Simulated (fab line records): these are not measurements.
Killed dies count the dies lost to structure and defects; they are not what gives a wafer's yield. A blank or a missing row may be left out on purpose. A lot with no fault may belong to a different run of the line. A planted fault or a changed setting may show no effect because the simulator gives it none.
fab line records	flow nandHarc	part 1 of 2: steps 1 to 18 of 32
record lots=5	wafers=15	lastDay=33
route steps=1302 shown P_GATE@139
lots that met no fault: from a run of the same line without faults
startH: start of the lot's first displayed wafer, in hours after the record's first day	waitH: time in hours since the lot's previous step	" repeats the value in the row above	L1.1+2: several wafers, shown together as one row	- either no value or no given start	* or withheld: withheld	< > ~ a bound
route shown NAME@n: a module of which the file shows steps, and the number in the route of the first	usual: mean and standard deviation over wafers with no fault	same: alike in all rows	chamber/n: place in a boat	sites: readings site by site	_std_site: standard deviation of those values	_edge_site: the outer-site mean with the inner-site mean subtracted	radiusMm: how far each site lies from the wafer's centre	mask NAME#n: copy n	behind: the most recent tool/chamber to have shaped the wafer	hold: what put the lot on hold/how long, in hours/how the hold closed	device: transistor that didn't switch, given as n, p or np	end of line: tests run on the same wafers once the route is complete	step lacking rows: just its recipe	killed: at the first sort, the dies lost to defects and structure; wafer yield is something else	map: shows each die of a wafer: x if killed, . if not, _ if none is there
set.NAME: the setting as run; set.NAME@STEP: as run at that earlier step	model.NAME: the simulator's own value behind a step, which no gauge read
lots at some steps of the route; a table a step, a row a wafer
services: a tool's chamber out of use, with start hour (startH, from the record's first day; less than 0 if before it), hours out, and reason
## steps
# step NHARC_P_GATE_PEB_24
# recipe pebTempC=100	pebTimeS=65
# usual chillPlateTempC=23.01/0.12
lot.wafer	tool	chamber	startH	waitH	chillPlateTempC
L077.2	lithoTrack-06	0	132.31	0.1	23.03
L077.4	"	0	"	"	23.14
L077.6	"	0	"	"	23.11
L078.1	lithoTrack-06	0	136.19	0.1	23.18
L078.5	"	0	"	"	23.06
L078.6	"	0	"	"	23.03
L082.3	lithoTrack-01	0	183.27	0.0	23.13
L082.5	"	0	"	"	23.01
L082.6	"	0	"	"	23.04
L088.2	lithoTrack-06	0	242.63	0.1	23.06
L088.3	"	0	"	"	23.18
L088.4	"	0	"	"	23.09
L095.2	lithoTrack-04	0	314.20	0.1	23.18
L095.4	"	0	"	"	23.20
L095.5	"	0	"	"	22.80
# step NHARC_P_GATE_DEVELOP_25
# recipe developTimeS=35	devTempC=23
# usual chillPlateTempC=22.98/0.11
lot.wafer	tool	chamber	startH	waitH	chillPlateTempC
L077.2	lithoTrack-06	0	-	-	23.13
L077.4	"	0	"	"	23.13
L077.6	"	0	"	"	22.96
L078.1	lithoTrack-06	0	-	-	22.86
L078.5	"	0	"	"	22.99
L078.6	"	0	"	"	22.68
L082.3	lithoTrack-01	0	-	-	23.07
L082.5	"	0	"	"	23.00
L082.6	"	0	"	"	22.89
L088.2	lithoTrack-06	0	-	-	22.94
L088.3	"	0	"	"	23.01
L088.4	"	0	"	"	22.90
L095.2	lithoTrack-04	0	-	-	23.09
L095.4	"	0	"	"	23.05
L095.5	"	0	"	"	22.96
# step NHARC_P_GATE_CD_MEAS_26
# recipe targetCdNm=120	landingEnergyEv=500
# usual cdNm=120.3/0.7
lot.wafer	tool	chamber	startH	waitH	cdNm
L077.2	cdSem-03	0	132.39	-	120.3
L077.4	"	0	"	"	121.3
L077.6	"	0	"	"	121.4
L078.1	cdSem-01	0	136.27	-	120.9
L078.5	"	0	"	"	120.4
L078.6	"	0	"	"	121.4
L082.3	cdSem-03	0	183.35	-	120.0
L082.5	"	0	"	"	119.0
L082.6	"	0	"	"	118.6
L088.2	cdSem-02	0	242.71	-	121.7
L088.3	"	0	"	"	121.4
L088.4	"	0	"	"	121.1
L095.2	cdSem-01	0	314.29	-	121.2
L095.4	"	0	"	"	121.1
L095.5	"	0	"	"	121.0
# step NHARC_P_GATE_OVL_MEAS_27
# usual overlayXNm=-0.1/0.71	overlayYNm=0.1/0.88
lot.wafer	tool	chamber	startH	waitH	overlayXNm	overlayYNm
L077.2	overlay-01	-	132.48	-	0.8	-0.6
L077.4	"	-	"	"	1.3	0.0
L077.6	"	-	"	"	1.6	-0.4
L078.1	overlay-01	-	136.36	-	-0.5	1.1
L078.5	"	-	"	"	-0.1	1.0
L078.6	"	-	"	"	-0.5	1.3
L082.3	overlay-02	-	183.44	-	0.6	-0.9
L082.5	"	-	"	"	0.7	-0.5
L082.6	"	-	"	"	0.4	-0.9
L088.2	overlay-01	-	242.79	-	0.1	-0.7
L088.3	"	-	"	"	0.3	-0.5
L088.4	"	-	"	"	0.6	-0.9
L095.2	overlay-02	-	314.37	-	0.2	1.3
L095.4	"	-	"	"	0.3	0.9
L095.5	"	-	"	"	0.1	1.4
# step NHARC_P_GATE_INSPECT_28
# usual rawDefectCount=5.9/2.8
lot.wafer	tool	chamber	startH	waitH	rawDefectCount
L077.2	defectInspect-02	-	132.52	0.0	1
L077.4	"	-	"	"	2
L077.6	"	-	"	"	4
L078.1	defectInspect-02	-	136.40	0.0	9
L078.5	"	-	"	"	8
L078.6	"	-	"	"	6
L082.3	defectInspect-02	-	183.47	0.0	2
L082.5	"	-	"	"	3
L082.6	"	-	"	"	6
L088.2	defectInspect-02	-	242.83	0.0	7
L088.3	"	-	"	"	0
L088.4	"	-	"	"	6
L095.2	defectInspect-01	-	314.41	0.0	2
L095.4	"	-	"	"	6
L095.5	"	-	"	"	8
# step NHARC_P_GATE_DESCUM_31
# recipe timeS=3	o2FlowSccm=200	arFlowSccm=0	biasPowerW=0	chemistry=O2
# usual drypumpMotorCurrentA=5.5/0.43	oesProductAu=1.002/0.01	rfVppV=57.8/0.95	showerheadPlenumPTorr=1.91/0.097	throttleValvePct=11.311/0.009
lot.wafer	tool	chamber	startH	waitH	drypumpMotorCurrentA	oesProductAu	rfHoursCounterH	rfVppV	showerheadPlenumPTorr	throttleValvePct
L077.2	rieDiel-02	1	132.60	0.1	5.5	1.001	5.6	58.2	1.83	11.319
L077.4	"	3	"	"	5.9	1.012	-	56.6	1.80	11.310
L077.6	"	1	"	"	5.5	0.992	-	58.7	1.83	11.304
L078.1	rieDiel-03	0	136.46	0.1	5.6	1.003	1.6	57.2	1.84	11.313
L078.6	"	3	"	"	6.1	0.991	-	57.7	2.05	11.329
L078.5	"	0	"	"	5.6	1.005	-	57.3	1.84	11.315
L082.3	rieDiel-03	1	183.54	0.1	5.8	1.002	3.0	57.0	2.05	11.306
L082.5	"	0	"	"	5.7	1.004	-	58.9	1.84	11.324
L082.6	"	1	"	"	5.8	1.010	-	59.1	2.05	11.311
L088.2	rieDiel-02	0	242.89	0.1	5.1	1.001	1.6	57.8	1.79	11.311
L088.4	"	1	"	"	5.5	0.993	1.4	57.8	1.83	11.315
L088.3	"	2	"	"	6.2	0.983	1.2	59.3	1.96	11.309
L095.2	rieDiel-02	3	314.47	0.1	5.9	1.020	5.2	57.9	1.80	11.327
L095.4	"	1	"	"	5.5	1.013	5.8	56.8	1.83	11.310
L095.5	"	0	"	"	5.1	0.995	-	58.0	1.79	11.312
# step NHARC_P_GATE_ETCH_104
# recipe targetDepthA=600	timeS=withheld	cf4FlowSccm=100	chf3FlowSccm=30	arFlowSccm=0	rfW=500	biasW=200	chemistry=CF4/CHF3
# usual biasW=200.0/0.59	drypumpMotorCurrentA=5.5/0.43	oesProductAu=0.949/0.023	rfVppV=370.5/2.6	showerheadPlenumPTorr=1.57/0.076	throttleValvePct=16.801/0.0086
lot.wafer	tool	chamber	startH	waitH	biasW	drypumpMotorCurrentA	oesProductAu	rfVppV	showerheadPlenumPTorr	throttleValvePct
L077.2	rieDiel-02	3	132.68	0.1	199.4	5.9	0.976	367.4	1.49	16.805
L077.4	"	3	"	"	199.9	5.9	0.979	367.0	1.49	16.807
L077.6	"	1	"	"	200.0	5.5	0.918	368.5	1.51	16.787
L078.1	rieDiel-03	1	136.54	0.1	199.6	5.8	0.936	374.7	1.68	16.800
L078.5	"	1	"	"	199.6	5.8	0.935	373.1	1.68	16.800
L078.6	"	2	"	"	200.0	5.5	0.927	371.9	1.57	16.805
L082.3	rieDiel-03	0	183.62	0.1	200.3	5.6	0.959	368.6	1.52	16.802
L082.5	"	2	"	"	200.1	5.5	0.978	370.1	1.57	16.779
L082.6	"	3	"	"	200.2	6.2	0.982	375.1	1.68	16.795
L088.2	rieDiel-02	3	242.98	0.1	199.1	5.8	0.995	368.4	1.49	16.794
L088.4	"	0	"	"	199.5	5.1	0.957	367.6	1.48	16.811
L088.3	"	2	"	"	200.1	6.2	0.968	372.4	1.61	16.804
L095.2	rieDiel-02	0	314.55	0.1	199.2	5.1	0.964	368.4	1.48	16.829
L095.4	"	1	"	"	200.7	5.5	0.977	367.5	1.51	16.786
L095.5	"	0	"	"	200.1	5.1	0.954	367.4	1.48	16.790
# step NHARC_P_GATE_HM_OPEN_105
# recipe targetDepthA=3600	o2FlowSccm=400	cosFlowSccm=20	arFlowSccm=0	rfW=500	biasW=300	chemistry=O2/COS
# usual biasW=300.1/0.84	drypumpMotorCurrentA=5.5/0.44	oesProductAu=1.002/0.011	rfVppV=467/3.2	showerheadPlenumPTorr=3.13/0.15	throttleValvePct=28.332/0.0089
lot.wafer	tool	chamber	startH	waitH	biasW	drypumpMotorCurrentA	oesProductAu	rfHoursCounterH	rfVppV	showerheadPlenumPTorr	throttleValvePct
L077.2	rieDiel-02	3	-	-	299.5	5.9	1.021	5.0	463	2.95	28.327
L077.6	"	2	"	"	300.5	6.2	0.986	-	468	3.20	28.349
L077.4	"	3	"	"	299.6	5.8	1.016	-	463	2.95	28.307
L078.1	rieDiel-03	3	-	-	299.8	6.1	1.006	1.6	472	3.34	28.329
L078.5	"	2	"	"	298.7	5.5	1.002	-	468	3.12	28.340
L078.6	"	3	"	"	299.7	6.2	1.004	-	471	3.34	28.329
L082.3	rieDiel-03	3	-	-	299.8	6.2	1.018	2.9	471	3.34	28.339
L082.6	"	1	"	"	300.2	5.8	0.996	-	471	3.33	28.331
L082.5	"	2	"	"	299.7	5.5	0.993	-	467	3.12	28.343
L088.3	rieDiel-02	0	-	-	300.4	5.1	0.993	1.6	463	2.94	28.331
L088.2	"	1	"	"	300.4	5.5	0.997	1.4	464	3.00	28.329
L088.4	"	3	"	"	300.8	5.9	1.016	1.5	462	2.95	28.330
L095.2	rieDiel-02	2	-	-	300.1	6.2	0.985	4.8	469	3.20	28.324
L095.4	"	3	"	"	300.9	5.8	1.016	5.3	463	2.94	28.315
L095.5	"	3	"	"	300.5	5.8	1.027	-	463	2.94	28.341
# step NHARC_P_GATE_STRIP_106
# recipe o2FlowSccm=400	cosFlowSccm=20	arFlowSccm=0	biasW=0	chemistry=O2/COS
lot.wafer	tool	chamber	startH	waitH
L077.2+4+6	rieDiel-02	1,2,3	-	-
L078.1+6+5	rieDiel-03	1,0,1	-	-
L082.3+5+6	rieDiel-03	2,2,3	-	-
L088.2+4+3	rieDiel-02	3,1,2	-	-
L095.4+2+5	rieDiel-02	0,2,0	-	-
# step NHARC_P_GATE_ETCH_114
# recipe targetDepthA=300	overetchA=30	timeS=16.5	ionEnergyEv=100	cf4FlowSccm=80	o2FlowSccm=20	arFlowSccm=0	rfW=300	biasW=100	chemistry=CF4/O2
# usual biasW=100.0/0.3	drypumpMotorCurrentA=5.5/0.43	oesProductAu=1.003/0.011	rfVppV=197.9/1.6	showerheadPlenumPTorr=1.34/0.065	throttleValvePct=13.397/0.0098
lot.wafer	tool	chamber	startH	waitH	biasW	drypumpMotorCurrentA	oesProductAu	rfHoursCounterH	rfVppV	showerheadPlenumPTorr	throttleValvePct
L077.2	rieDiel-02	1	-	-	100.3	5.5	0.997	5.6	196.6	1.28	13.406
L077.6	"	1	"	"	100.0	5.5	1.002	-	197.6	1.28	13.377
L077.4	"	3	"	"	100.1	5.9	1.014	-	195.5	1.26	13.387
L078.1	rieDiel-03	0	-	-	100.3	5.7	1.005	1.6	197.3	1.29	13.390
L078.6	"	3	"	"	100.3	6.1	1.003	-	200.6	1.43	13.398
L078.5	"	0	"	"	100.1	5.7	1.006	-	196.1	1.29	13.403
L082.3	rieDiel-03	0	-	-	99.7	5.7	1.014	3.1	196.8	1.29	13.412
L082.5	"	3	"	"	100.3	6.1	1.014	-	200.2	1.43	13.392
L082.6	"	0	"	"	99.7	5.7	1.017	-	195.9	1.29	13.385
L088.4	rieDiel-02	1	-	-	100.7	5.5	0.993	1.4	196.7	1.28	13.394
L088.3	"	2	"	"	99.8	6.2	0.989	1.3	198.6	1.37	13.376
L088.2	"	0	"	"	100.7	5.1	0.993	1.6	195.8	1.25	13.407
L095.2	rieDiel-02	0	-	-	100.2	5.1	0.991	6.3	196.2	1.25	13.386
L095.4	"	1	"	"	100.0	5.5	1.002	5.9	196.3	1.28	13.397
L095.5	"	0	"	"	100.5	5.1	0.991	-	196.2	1.25	13.391
# step NHARC_P_GATE_ETCH_32
# recipe targetDepthA=1500	overEtchFrac=1	overEtchIonEnergyEv=40	timeS=100.1	hbrFlowSccm=150	cl2FlowSccm=50	rfW=400	icpW=400	biasW=100	chemistry=HBr/Cl2
# usual biasW=100.00/0.28	drypumpMotorCurrentA=5.7/0.67	oesProductAu=1.003/0.0097	throttleValvePct=26.406/0.0096
lot.wafer	tool	chamber	startH	waitH	biasW	drypumpMotorCurrentA	oesProductAu	rfHoursCounterH	throttleValvePct
L077.4	rieSi-06	2	133.11	-	99.71	6.8	0.995	0.3	26.385
L077.2	"	1	"	"	100.22	6.4	1.013	0.4	26.383
L077.6	"	2	"	"	99.33	6.8	0.987	-	26.401
L078.1	rieSi-06	2	136.91	-	99.99	6.8	0.993	0.4	26.400
L078.5	"	2	"	"	99.94	6.8	0.992	-	26.401
L078.6	"	3	"	"	99.97	5.7	1.012	-	26.409
L082.3	rieSi-06	3	184.04	-	100.31	5.6	0.998	0.8	26.423
L082.6	"	0	"	"	100.14	4.8	0.992	-	26.393
L082.5	"	1	"	"	99.90	6.4	1.012	-	26.377
L088.3	rieSi-01	2	243.37	-	100.05	5.2	0.998	0.2	26.403
L088.4	"	3	"	"	100.08	6.3	0.997	0.2	26.406
L088.2	"	0	"	"	100.21	6.0	0.987	0.2	26.409
L095.4	rieSi-02	2	314.93	-	100.18	6.0	0.998	0.2	26.408
L095.2	"	0	"	"	99.63	5.2	1.002	0.3	26.410
L095.5	"	2	"	"	99.60	6.1	0.999	-	26.412
# step NHARC_P_GATE_STRIP_108
# recipe o2FlowSccm=500	arFlowSccm=0	biasW=0	chemistry=O2
# usual drypumpMotorCurrentA=5.5/0.44	oesProductAu=1.002/0.01	rfVppV=57.8/0.98	showerheadPlenumPTorr=3.55/0.16	throttleValvePct=17.036/0.0087
# same biasW=0
lot.wafer	tool	chamber	startH	waitH	drypumpMotorCurrentA	oesProductAu	rfHoursCounterH	rfVppV	showerheadPlenumPTorr	throttleValvePct
L077.4	rieDiel-07	3	133.28	-	5.7	1.000	1.0	59.3	3.71	17.036
L077.2	"	1	"	"	5.2	1.013	1.9	58.1	3.78	17.041
L077.6	"	3	"	"	5.7	1.006	-	57.7	3.71	17.030
L078.1	rieDiel-02	1	137.10	-	5.5	1.002	5.8	57.7	3.39	17.037
L078.6	"	3	"	"	5.9	1.024	-	56.9	3.34	17.037
L078.5	"	2	"	"	6.2	0.979	-	57.5	3.62	17.021
L082.3	rieDiel-07	0	184.19	-	4.9	1.001	5.1	57.1	3.56	17.026
L082.5	"	2	"	"	4.9	0.997	-	59.2	3.40	17.039
L082.6	"	0	"	"	4.9	0.997	-	56.3	3.56	17.053
L088.2	rieDiel-03	3	243.51	-	6.2	0.994	6.2	57.7	3.77	17.030
L088.4	"	1	"	"	5.8	1.002	6.5	55.6	3.76	17.042
L088.3	"	2	"	"	5.5	0.995	6.5	57.8	3.53	17.037
L095.2	rieDiel-02	2	315.09	-	6.2	0.986	4.8	56.9	3.61	17.037
L095.4	"	0	"	"	5.1	0.989	6.4	56.2	3.32	17.040
L095.5	"	3	"	"	5.8	1.013	-	57.2	3.33	17.044
# step NHARC_P_GATE_CD_MEAS_33
# usual cdNm=121.1/2.4
lot.wafer	tool	chamber	startH	waitH	cdNm
L077.2	cdSem-02	-	133.44	-	120.5
L077.4	"	-	"	"	122.9
L077.6	"	-	"	"	123.2
L078.1	cdSem-02	-	137.28	0.2	124.3
L078.5	"	-	"	"	123.5
L078.6	"	-	"	"	120.7
L082.3	cdSem-01	-	184.37	0.2	118.1
L082.5	"	-	"	"	122.6
L082.6	"	-	"	"	121.3
L088.2	cdSem-01	-	243.69	-	120.6
L088.3	"	-	"	"	120.3
L088.4	"	-	"	"	121.7
L095.2	cdSem-01	-	315.27	-	120.4
L095.4	"	-	"	"	118.5
L095.5	"	-	"	"	117.9
# step NHARC_P_GATE_STRIP_35
# recipe timeS=600	tempC=130	chemistry=SPM
lot.wafer	tool	chamber	startH	waitH
L077.6+4+2	wetBench-07	1,2,3	133.53	0.1
L078.6+5+1	wetBench-07	6,2,3	137.37	0.1
L082.6+5+3	wetBench-07	4,6,7	184.45	0.1
L088.4+3+2	wetBench-01	0,2,3	243.77	0.1
L095.5+2+4	wetBench-09	5,6,7	315.37	0.1
# step NHARC_P_GATE_PRECLEAN_73
# recipe timeS=*	tempC=50	bathAgeMin=0	chemistry=SC1
# usual diwFlowMLMin=1416/4.2	h2o2FlowMLMin=56.61/0.17
lot.wafer	tool	chamber	startH	waitH	diwFlowMLMin	h2o2FlowMLMin
L077.6	wetBench-07	1	-	-	1407	56.60
L077.4	"	2	"	"	1409	56.69
L077.2	"	3	"	"	1414	56.91
L078.6	wetBench-07	6	-	-	1415	56.51
L078.5	"	2	"	"	1416	56.64
L078.1	"	3	"	"	1410	56.54
L082.6	wetBench-07	4	-	-	1409	56.73
L082.5	"	6	"	"	1412	56.50
L082.3	"	7	"	"	1417	56.39
L088.4	wetBench-01	0	-	-	1414	56.54
L088.3	"	2	"	"	1415	56.50
L088.2	"	3	"	"	1424	56.91
L095.5	wetBench-09	5	-	-	1418	56.59
L095.2	"	6	"	"	1423	56.41
L095.4	"	7	"	"	1418	56.60
# step NHARC_P_GATE_SRD_74
lot.wafer	tool	chamber	startH	waitH
L077.6+4+2	wetBench-07	1,2,3	-	-
L078.6+5+1	wetBench-07	6,2,3	-	-
L082.6+5+3	wetBench-07	4,6,7	-	-
L088.4+3+2	wetBench-01	0,2,3	-	-
L095.5+2+4	wetBench-09	5,6,7	-	-
# step NHARC_P_GATE_ALD_36
# recipe targetThkA=200	pulseTimeS=60	aldCycles=223	tempC=400	material=SiNx
# usual heaterPowerW=818/84	precursorPulseHeightRel=0.999/0.021
lot.wafer	tool	chamber	startH	waitH	heaterPowerW	precursorPulseHeightRel
L077.4	aldSin-04	1	133.90	-	760	1.005
L077.2	"	2	134.95	-	890	0.983
L077.6	"	1	138.10	-	761	1.014
L078.1	aldSin-02	3	138.80	-	871	1.017
L078.5	"	2	141.98	-	785	0.969
L078.6	"	3	143.04	-	856	0.980
L082.3	aldSin-04	2	188.05	-	867	0.985
L082.6	"	3	189.13	-	668	1.022
L082.5	"	0	190.20	-	772	0.997
L088.4	aldSin-02	3	245.19	-	879	1.012
L088.3	"	0	246.24	-	1032	1.059
L088.2	"	1	247.29	-	809	0.988
L095.2	aldSin-04	3	316.76	-	663	1.003
L095.4	"	0	317.79	-	765	0.993
L095.5	"	3	320.88	-	677	0.958
# step NHARC_P_GATE_ETCHBACK_37
# recipe targetDepthA=345	timeS=17.2	chf3FlowSccm=50	o2FlowSccm=10	arFlowSccm=200	rfW=500	biasW=200	chemistry=CHF3/O2
# usual biasW=200.0/0.63	drypumpMotorCurrentA=5.5/0.42	oesProductAu=0.95/0.034	rfVppV=370.3/2.7	showerheadPlenumPTorr=2.39/0.12	throttleValvePct=20.572/0.0098
lot.wafer	tool	chamber	startH	waitH	biasW	drypumpMotorCurrentA	oesProductAu	rfHoursCounterH	rfVppV	showerheadPlenumPTorr	throttleValvePct
L077.2	rieDiel-03	3	-	-	200.4	6.2	0.99	1.7	373.8	2.57	20.565
L077.4	"	0	"	"	199.7	5.7	0.99	1.7	368.0	2.32	20.566
L077.6	"	2	"	"	199.6	5.5	0.99	-	371.0	2.40	20.593
L078.1	rieDiel-07	0	-	-	198.9	4.9	1.02	2.1	371.0	2.43	20.578
L078.5	"	1	"	"	200.2	5.2	1.01	-	374.5	2.58	20.562
L078.6	"	2	"	"	201.8	4.9	1.01	-	369.8	2.32	20.570
L082.3	rieDiel-02	2	-	-	200.4	6.2	0.90	7.5	372.9	2.46	20.575
L082.6	"	3	"	"	198.6	5.8	0.94	-	367.2	2.27	20.572
L082.5	"	0	"	"	200.1	5.1	0.93	-	367.3	2.26	20.569
L088.3	rieDiel-03	1	-	-	199.8	5.8	0.93	6.7	373.9	2.56	20.577
L088.4	"	2	"	"	200.7	5.5	0.93	6.6	370.6	2.40	20.587
L088.2	"	0	"	"	200.7	5.7	0.93	6.4	366.1	2.31	20.570
L095.2	rieDiel-02	2	-	-	200.8	6.2	0.92	5.4	371.3	2.46	20.580
L095.4	"	3	"	"	199.7	5.8	0.94	5.8	368.2	2.26	20.564
L095.5	"	0	"	"	199.5	5.1	0.92	-	367.2	2.26	20.575
